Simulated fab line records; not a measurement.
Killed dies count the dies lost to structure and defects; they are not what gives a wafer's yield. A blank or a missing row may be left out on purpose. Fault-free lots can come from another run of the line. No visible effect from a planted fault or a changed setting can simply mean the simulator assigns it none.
fab line records -- flow nandHarc
[record] lots = 14, wafers = 42, lastDay = 33
route steps=1302 shown A_STAIRCASE@716
lots that met no fault: taken from a fault-free run of the same line
startH: hours from the record's opening day to when the first of the lot's shown wafers began -- waitH: how many hours have passed since the lot's step before this one -- " as in the row above -- L1.1+2: a row that stands for several wafers -- - value missing, or start not given -- * or withheld: withheld -- < > ~ a bound
route shown NAME@n: a module of which the file shows steps, and the number in the route of the first -- usual: average and standard deviation across the fault-free wafers -- same: alike in all rows -- chamber/n: place in a boat -- sites: readings site by site -- _std_site: their standard deviation -- _edge_site: mean of outer sites minus mean of inner sites -- radiusMm: for every site, how far away it sits from the centre of the wafer -- mask NAME#n: copy n -- behind: the tool/chamber that last shaped the wafer -- hold: why the lot went on hold/how many hours it stayed there/how the hold came to an end -- device: transistor that didn't switch, given as n, p or np -- end of line: tests run on the same wafers once the route is complete -- a step without rows: its recipe alone -- killed: dies that structure and defects cost at the first sort, which is not the same as the wafer's yield -- map: the dies of a wafer, with x for killed, . for not killed, _ for no die there
set.NAME: the setting that was run; set.NAME@STEP: the one run at that earlier step -- model.NAME: the simulator's own value behind a step, which no gauge read
steps of the route over a sample of lots; a table a step, a row a wafer
services: the hour from which a tool's chamber was out of use, counted from the record's first day as startH (under 0 if before that day), plus the number of hours and why
[[steps]]
[step NHARC_A_STAIRCASE_TRIM_202]
[recipe] timeS = 211.2, o2FlowSccm = 500, arFlowSccm = 0, biasW = 0, chemistry = O2
[usual] drypumpMotorCurrentA = 5.9/0.41, o2FlowSccm = 500.0/1.5, oesProductAu = 1.004/0.011, rfVppV = 57.8/0.92, showerheadPlenumPTorr = 3.52/0.14, throttleValvePct = 17.037/0.0098
lot.wafer,tool,chamber,startH,waitH,drypumpMotorCurrentA,o2FlowSccm,oesProductAu,rfHoursCounterH,rfVppV,showerheadPlenumPTorr,throttleValvePct
L549.4,rieDiel-07,0,-,-,5.8,498.7,0.999,19,57.5,3.43,17.044
L549.3,rieDiel-07,2,-,-,5.9,498.6,1.013,23,58.6,3.44,17.052
L549.1,rieDiel-07,3,-,-,5.7,500.9,1.001,22,57.4,3.28,17.028
L548.4,rieDiel-13,0,-,-,5.3,497.4,1.013,11,58.6,3.60,17.028
L548.2,rieDiel-13,2,-,-,5.8,501.5,1.001,9,56.1,3.48,17.031
L548.6,rieDiel-13,0,-,-,5.4,498.8,1.003,-,57.4,3.60,17.037
L550.2,rieDiel-03,2,-,-,6.2,496.8,0.999,41,57.3,3.48,17.047
L550.1,rieDiel-03,0,-,-,6.4,499.3,0.984,43,58.8,3.32,17.052
L550.5,rieDiel-03,3,-,-,6.0,496.8,1.013,-,57.8,3.54,17.034
L554.2,rieDiel-03,3,-,-,6.0,499.6,1.016,44,59.6,3.54,17.025
L554.1,rieDiel-03,0,-,-,6.4,501.4,0.987,51,56.8,3.31,17.040
L554.5,rieDiel-03,2,-,-,6.2,499.8,0.996,-,58.8,3.47,17.046
L556.4,rieDiel-07,2,-,-,5.9,500.9,1.028,49,58.0,3.42,17.039
L556.3,rieDiel-07,0,-,-,5.8,498.8,1.001,48,57.2,3.41,17.044
L556.5,rieDiel-07,1,-,-,6.6,502.1,1.004,-,58.1,3.65,17.018
L558.3,rieDiel-07,0,-,-,5.8,499.1,1.003,2,57.9,3.41,17.048
L558.5,rieDiel-07,0,-,-,5.8,499.6,1.015,-,56.3,3.41,17.038
L558.6,rieDiel-07,1,-,-,6.6,501.5,0.996,-,57.6,3.65,17.021
L559.4,rieDiel-03,3,-,-,6.0,501.1,1.009,14,57.6,3.52,17.033
L559.2,rieDiel-03,0,-,-,6.4,499.4,1.011,14,58.6,3.30,17.028
L559.3,rieDiel-03,1,-,-,5.1,500.3,0.989,12,57.4,3.48,17.023
L560.1,rieDiel-13,2,-,-,5.8,500.6,1.003,46,57.4,3.46,17.048
L560.5,rieDiel-13,2,-,-,5.7,501.5,0.989,-,56.4,3.46,17.047
L560.6,rieDiel-13,3,-,-,6.4,501.4,1.012,-,58.0,3.57,17.037
L561.3,rieDiel-07,2,-,-,5.9,502.5,1.019,6,57.0,3.42,17.024
L561.5,rieDiel-07,3,-,-,5.7,500.5,1.020,-,57.3,3.80,17.028
L561.4,rieDiel-07,0,-,-,5.8,497.6,1.014,-,56.7,3.41,17.040
L562.4,rieDiel-03,3,-,-,6.0,502.7,1.012,17,57.5,3.52,17.043
L562.3,rieDiel-03,0,-,-,6.4,499.9,1.013,17,57.6,3.30,17.029
L562.2,rieDiel-03,1,-,-,5.1,498.2,0.996,15,56.6,3.48,17.035
L563.4,rieDiel-03,2,-,-,6.2,500.8,1.001,25,56.5,3.45,17.049
L563.2,rieDiel-03,1,-,-,5.1,501.0,0.997,28,59.6,3.47,17.054
L563.6,rieDiel-03,2,-,-,6.2,499.0,1.016,-,59.0,3.45,17.031
L564.1,rieDiel-13,1,-,-,5.4,498.5,0.986,6,58.7,3.71,17.035
L564.3,rieDiel-13,2,-,-,5.8,503.0,1.010,8,58.0,3.46,17.038
L564.6,rieDiel-13,1,-,-,5.4,500.4,0.988,-,57.0,3.71,17.038
L566.1,rieDiel-07,0,-,-,5.8,499.6,1.019,25,57.8,3.40,17.047
L566.2,rieDiel-07,1,-,-,6.6,500.1,1.016,25,58.6,3.64,17.030
L566.6,rieDiel-07,2,-,-,5.9,498.2,1.020,-,56.1,3.41,17.045
L568.4,rieDiel-03,1,-,-,5.1,501.4,1.000,45,57.2,3.46,17.053
L568.3,rieDiel-03,2,-,-,6.2,500.2,1.020,42,56.9,3.44,17.037
L568.5,rieDiel-03,1,-,-,5.1,501.2,1.003,-,58.9,3.46,17.020
[step NHARC_A_STAIRCASE_ETCH_221]
[recipe] targetDepthA = 1000, timeS = 40.5, ionEnergyEv = 400, c4f8FlowSccm = 20, o2FlowSccm = 10, arFlowSccm = withheld, rfW = 600, biasW = 1000, chemistry = C4F8/O2
[usual] biasW = 1000/3, chamberPressureMTorr = 25.001/0.024, oesProductAu = 0.944/0.015, rfVppV = 895/4.9
lot.wafer,tool,chamber,startH,waitH,biasW,chamberPressureMTorr,oesProductAu,rfHoursCounterH,rfVppV
L549.4,rieDiel-07,0,-,-,997,25.054,0.926,19,893
L549.1,rieDiel-07,1,-,-,1001,24.980,0.925,13,902
L549.3,rieDiel-07,3,-,-,995,24.982,0.928,22,887
L548.4,rieDiel-13,3,-,-,1003,24.987,0.965,11,899
L548.2,rieDiel-13,0,-,-,1005,25.006,0.948,11,900
L548.6,rieDiel-13,3,-,-,1001,25.006,0.963,-,899
L550.1,rieDiel-13,3,-,-,998,25.004,0.927,18,898
L550.2,rieDiel-13,0,-,-,995,24.975,0.931,19,899
L550.5,rieDiel-13,2,-,-,1001,24.999,0.930,-,896
L554.1,rieDiel-07,3,-,-,1002,25.017,0.922,37,887
L554.2,rieDiel-07,1,-,-,996,25.016,0.928,24,900
L554.5,rieDiel-07,3,-,-,999,25.055,0.944,-,887
L556.3,rieDiel-07,1,-,-,995,24.979,0.948,41,900
L556.4,rieDiel-07,2,-,-,999,25.012,0.957,49,893
L556.5,rieDiel-07,0,-,-,1002,25.003,0.947,-,892
L558.3,rieDiel-03,1,-,-,1002,24.986,0.956,4,895
L558.5,rieDiel-03,1,-,-,1000,25.030,0.946,-,894
L558.6,rieDiel-03,3,-,-,1002,25.022,0.950,-,898
L559.3,rieDiel-03,3,-,-,1004,25.018,0.952,14,896
L559.2,rieDiel-03,0,-,-,1002,24.978,0.944,14,889
L559.4,rieDiel-03,1,-,-,1001,25.038,0.948,12,894
L560.1,rieDiel-13,3,-,-,998,25.020,0.957,47,898
L560.6,rieDiel-13,0,-,-,1003,24.985,0.940,-,897
L560.5,rieDiel-13,1,-,-,996,24.995,0.924,-,902
L562.2,rieDiel-07,2,-,-,997,25.039,0.956,6,891
L562.3,rieDiel-07,3,-,-,1001,24.958,0.964,12,906
L562.4,rieDiel-07,0,-,-,1002,25.008,0.961,-,893
L561.4,rieDiel-03,2,-,-,999,24.979,0.941,15,893
L561.3,rieDiel-03,3,-,-,999,24.967,0.931,17,895
L561.5,rieDiel-03,3,-,-,1001,24.998,0.926,-,896
L563.2,rieDiel-03,0,-,-,1000,24.950,0.942,31,887
L563.4,rieDiel-03,2,-,-,1002,25.027,0.935,26,893
L563.6,rieDiel-03,0,-,-,999,24.978,0.942,-,886
L564.3,rieDiel-13,3,-,-,1005,24.950,0.946,8,897
L564.1,rieDiel-13,0,-,-,1000,24.978,0.935,7,898
L564.6,rieDiel-13,3,-,-,997,24.989,0.945,-,896
L566.1,rieDiel-13,0,-,-,994,25.005,0.934,12,898
L566.2,rieDiel-13,2,-,-,1003,25.017,0.942,14,893
L566.6,rieDiel-13,3,-,-,1002,24.982,0.957,-,897
L568.3,rieDiel-07,0,-,-,998,25.051,0.975,32,891
L568.4,rieDiel-07,1,-,-,1001,24.989,0.942,32,900
L568.5,rieDiel-07,1,-,-,999,24.998,0.950,-,901
[step NHARC_A_STAIRCASE_TRIM_222]
[recipe] timeS = 211.2, o2FlowSccm = 500, arFlowSccm = 0, biasW = 0, chemistry = O2
[usual] drypumpMotorCurrentA = 5.9/0.43, o2FlowSccm = 500.1/1.6, oesProductAu = 1.003/0.0099, rfVppV = 57.7/0.84, showerheadPlenumPTorr = 3.51/0.14, throttleValvePct = 17.036/0.009
lot.wafer,tool,chamber,startH,waitH,drypumpMotorCurrentA,o2FlowSccm,oesProductAu,rfHoursCounterH,rfVppV,showerheadPlenumPTorr,throttleValvePct
L549.4,rieDiel-07,3,-,-,5.7,501.8,1.001,22,56.8,3.28,17.037
L549.1,rieDiel-07,0,-,-,5.8,500.8,1.010,19,57.9,3.43,17.046
L549.3,rieDiel-07,1,-,-,6.6,501.2,1.010,13,59.3,3.67,17.043
L548.4,rieDiel-13,3,-,-,6.3,499.9,1.010,11,58.9,3.59,17.039
L548.2,rieDiel-13,0,-,-,5.4,500.1,0.998,11,58.0,3.60,17.042
L548.6,rieDiel-13,1,-,-,5.3,500.6,1.001,-,57.7,3.74,17.039
L550.1,rieDiel-13,1,-,-,5.4,499.3,0.991,17,59.0,3.74,17.038
L550.2,rieDiel-13,0,-,-,5.4,500.5,0.993,19,58.6,3.59,17.033
L550.5,rieDiel-13,1,-,-,5.4,500.3,0.989,-,58.4,3.74,17.033
L554.1,rieDiel-07,2,-,-,5.9,503.9,1.007,36,58.3,3.43,17.047
L554.2,rieDiel-07,0,-,-,5.7,498.2,0.992,31,58.6,3.42,17.042
L554.5,rieDiel-07,3,-,-,5.7,501.5,0.997,-,57.6,3.28,17.034
L556.3,rieDiel-07,2,-,-,5.9,501.6,1.019,49,57.2,3.42,17.011
L556.4,rieDiel-07,3,-,-,5.6,498.8,1.003,50,56.3,3.27,17.050
L556.5,rieDiel-07,1,-,-,6.6,504.0,0.998,-,57.2,3.65,17.031
L558.3,rieDiel-03,3,-,-,6.0,498.8,1.007,5,57.3,3.53,17.039
L558.6,rieDiel-03,3,-,-,6.0,499.9,0.991,-,57.3,3.53,17.040
L558.5,rieDiel-03,2,-,-,6.2,498.7,1.017,-,58.7,3.46,17.044
L559.3,rieDiel-03,1,-,-,5.1,501.1,0.991,12,56.7,3.48,17.028
L559.4,rieDiel-03,3,-,-,6.0,500.0,0.999,14,58.8,3.52,17.033
L559.2,rieDiel-03,0,-,-,6.4,498.6,1.010,14,58.4,3.30,17.041
L560.1,rieDiel-13,2,-,-,5.7,499.9,0.997,46,58.7,3.46,17.017
L560.6,rieDiel-13,1,-,-,5.4,501.6,1.003,-,58.6,3.72,17.036
L560.5,rieDiel-13,2,-,-,5.7,501.6,1.002,-,57.7,3.46,17.039
L562.3,rieDiel-07,3,-,-,5.7,504.2,1.019,12,58.9,3.80,17.025
L562.2,rieDiel-07,0,-,-,5.8,500.7,1.010,13,57.5,3.41,17.041
L562.4,rieDiel-07,3,-,-,5.7,500.8,1.014,-,57.0,3.80,17.032
L561.4,rieDiel-03,3,-,-,6.0,500.8,0.998,17,57.7,3.52,17.033
L561.3,rieDiel-03,2,-,-,6.3,500.0,1.003,15,56.6,3.46,17.023
L561.5,rieDiel-03,0,-,-,6.4,498.2,1.007,-,56.7,3.30,17.036
L563.4,rieDiel-03,0,-,-,6.4,502.4,1.008,31,56.1,3.29,17.042
L563.2,rieDiel-03,1,-,-,5.1,498.8,0.988,29,57.1,3.47,17.032
L563.6,rieDiel-03,0,-,-,6.4,499.4,1.002,-,57.5,3.29,17.038
L564.1,rieDiel-13,2,-,-,5.8,501.7,1.008,8,57.6,3.46,17.028
L564.3,rieDiel-13,3,-,-,6.3,499.8,1.006,8,57.7,3.56,17.031
L564.6,rieDiel-13,2,-,-,5.7,501.4,1.000,-,56.7,3.46,17.046
L566.2,rieDiel-13,1,-,-,5.4,501.6,0.995,13,57.6,3.71,17.017
L566.1,rieDiel-13,2,-,-,5.7,498.4,1.003,14,58.8,3.45,17.047
L566.6,rieDiel-13,3,-,-,6.4,500.1,0.998,-,57.9,3.56,17.035
L568.3,rieDiel-07,2,-,-,5.9,498.8,1.012,31,57.0,3.41,17.039
L568.4,rieDiel-07,1,-,-,6.6,500.5,1.020,32,57.7,3.63,17.043
L568.5,rieDiel-07,3,-,-,5.6,498.0,1.011,-,56.8,3.79,17.046
[step NHARC_A_STAIRCASE_ETCH_225]
[recipe] targetDepthA = 1000, timeS = 40.5, ionEnergyEv = 400, c4f8FlowSccm = 20, o2FlowSccm = 10, arFlowSccm = withheld, rfW = 600, biasW = 1000, chemistry = C4F8/O2
[usual] biasW = 1000/3.1, chamberPressureMTorr = 24.999/0.019, oesProductAu = 0.946/0.0095, rfVppV = 895/4.9
lot.wafer,tool,chamber,startH,waitH,biasW,chamberPressureMTorr,oesProductAu,rfHoursCounterH,rfVppV
L549.4,rieDiel-07,2,377.87,-,1002,24.979,0.954,23,893
L549.3,rieDiel-07,0,377.87,-,999,25.019,0.946,19,891
L549.1,rieDiel-07,1,377.87,-,1003,25.033,0.950,13,899
L548.4,rieDiel-13,2,378.65,-,1000,24.995,0.929,9,894
L548.2,rieDiel-13,3,378.65,-,998,24.996,0.961,11,900
L548.6,rieDiel-13,3,378.65,-,1000,25.024,0.969,-,899
L550.2,rieDiel-13,3,404.18,-,-,-,-,-,-
L550.1,rieDiel-13,0,404.18,-,-,-,-,-,-
L550.5,rieDiel-13,3,404.18,-,-,-,-,-,-
L554.1,rieDiel-07,3,429.92,-,-,-,-,-,-
L554.2,rieDiel-07,1,429.92,-,-,-,-,-,-
L554.5,rieDiel-07,3,429.92,-,-,-,-,-,-
L556.3,rieDiel-07,3,465.68,-,998,24.991,0.941,50,887
L556.4,rieDiel-07,2,465.68,-,997,24.975,0.941,49,892
L556.5,rieDiel-07,0,465.68,-,1003,24.986,0.954,-,894
L558.3,rieDiel-03,2,491.42,-,996,25.010,0.947,5,894
L558.5,rieDiel-03,1,491.42,-,1000,24.935,0.946,-,894
L558.6,rieDiel-03,2,491.42,-,1003,24.986,0.950,-,894
L559.4,rieDiel-03,2,506.98,-,999,25.002,0.969,11,893
L559.3,rieDiel-03,3,506.98,-,1003,25.014,0.944,14,896
L559.2,rieDiel-03,0,506.98,-,997,25.003,0.957,15,887
L560.1,rieDiel-13,3,507.83,-,998,25.022,0.960,47,897
L560.5,rieDiel-13,1,507.83,-,999,25.015,0.945,-,903
L560.6,rieDiel-13,2,507.83,-,999,25.006,0.947,-,894
L561.4,rieDiel-03,2,519.63,-,997,24.990,0.948,15,894
L561.3,rieDiel-03,3,519.63,-,999,24.999,0.948,18,897
L561.5,rieDiel-03,1,519.63,-,1000,25.005,0.938,-,895
L562.2,rieDiel-07,0,519.65,-,1001,25.019,0.941,13,891
L562.3,rieDiel-07,2,519.65,-,999,25.026,0.957,7,893
L562.4,rieDiel-07,3,519.65,-,1004,24.978,0.945,12,906
L563.4,rieDiel-03,1,542.17,-,990,24.978,0.938,29,894
L563.2,rieDiel-03,2,542.17,-,999,24.997,0.943,26,893
L563.6,rieDiel-03,1,542.17,-,992,25.018,0.936,-,895
L564.3,rieDiel-13,2,547.33,-,997,25.007,0.933,8,893
L564.1,rieDiel-13,3,547.33,-,1001,24.992,0.951,8,896
L564.6,rieDiel-13,0,547.33,-,1000,24.988,0.942,-,899
L566.1,rieDiel-13,0,567.18,-,994,24.974,0.945,13,898
L566.2,rieDiel-13,2,567.18,-,1000,25.013,0.939,15,892
L566.6,rieDiel-13,0,567.18,-,999,24.972,0.945,-,898
L568.4,rieDiel-07,0,592.71,-,995,24.995,0.962,32,890
L568.3,rieDiel-07,2,592.71,-,1002,24.981,0.946,31,891
L568.5,rieDiel-07,1,592.71,-,1004,24.998,0.958,-,900
[[services]]
tool,chamber,startH,hours,kind
rieDiel-07,0,352.47,-,clean
rieDiel-07,1,352.47,-,clean
rieDiel-07,2,352.47,-,clean
rieDiel-07,3,352.47,-,clean
rieDiel-07,0,376.97,-,clean
rieDiel-07,1,376.97,-,clean
rieDiel-07,2,376.97,-,clean
rieDiel-07,3,376.97,-,clean
rieDiel-13,2,382.00,8.0,repair
rieDiel-07,0,403.53,-,clean
rieDiel-07,1,403.53,-,clean
rieDiel-07,2,403.53,-,clean
rieDiel-03,0,436.69,27.1,repair
rieDiel-03,-,458.44,9.0,pm
rieDiel-13,0,463.10,2.8,repair
rieDiel-07,-,471.39,9.0,pm
rieDiel-03,-,482.56,0.4,repair
rieDiel-07,2,488.60,5.3,repair
rieDiel-03,0,489.40,3.5,repair
rieDiel-07,1,515.78,3.4,repair
rieDiel-13,-,519.01,9.0,pm
rieDiel-03,3,543.77,2.2,repair
rieDiel-03,3,547.88,7.5,repair
rieDiel-03,2,570.41,4.8,repair
[[key]]
[firstSign] step = NHARC_A_STAIRCASE_ETCH_225, reading = toolRecord, direction = missing
effect none on later readings
metAt NHARC_A_STAIRCASE_ETCH_225
struckLots L550,L554
laterRowsLeftOut L550.1,L550.2,L550.5,L554.1,L554.2,L554.5
sortLeftOut L550.1,L550.2,L550.5,L554.1,L554.2,L554.5
testerLeftOut L550,L554
notActingAt NHARC_A_STAIRCASE_TRIM_202,NHARC_A_STAIRCASE_ETCH_221,NHARC_A_STAIRCASE_TRIM_222
onsetBetween 378.65 404.18
[fault] kind = skippedStepWhole, tool = rieDiel-03,rieDiel-07,rieDiel-13, chamber = -, onsetH = 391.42, steps = NHARC_A_STAIRCASE_ETCH_225, scope = struckLotsOnly
// testerLeftOut: of these lots the tester's yield and bins aren't shown, on N5 and GAA mostly nor the transistor test; their killed dies are dies lost to structure and defects alone, not to doping, threshold or leakage, so they don't give the yield
// sortLeftOut: the simulated sort isn't trusted on such a fault, so these wafers' sort isn't shown, and their yield isn't known
// laterRowsLeftOut: the simulator's readings of these wafers behind a module that went badly wrong aren't trusted and aren't shown, but for the sort
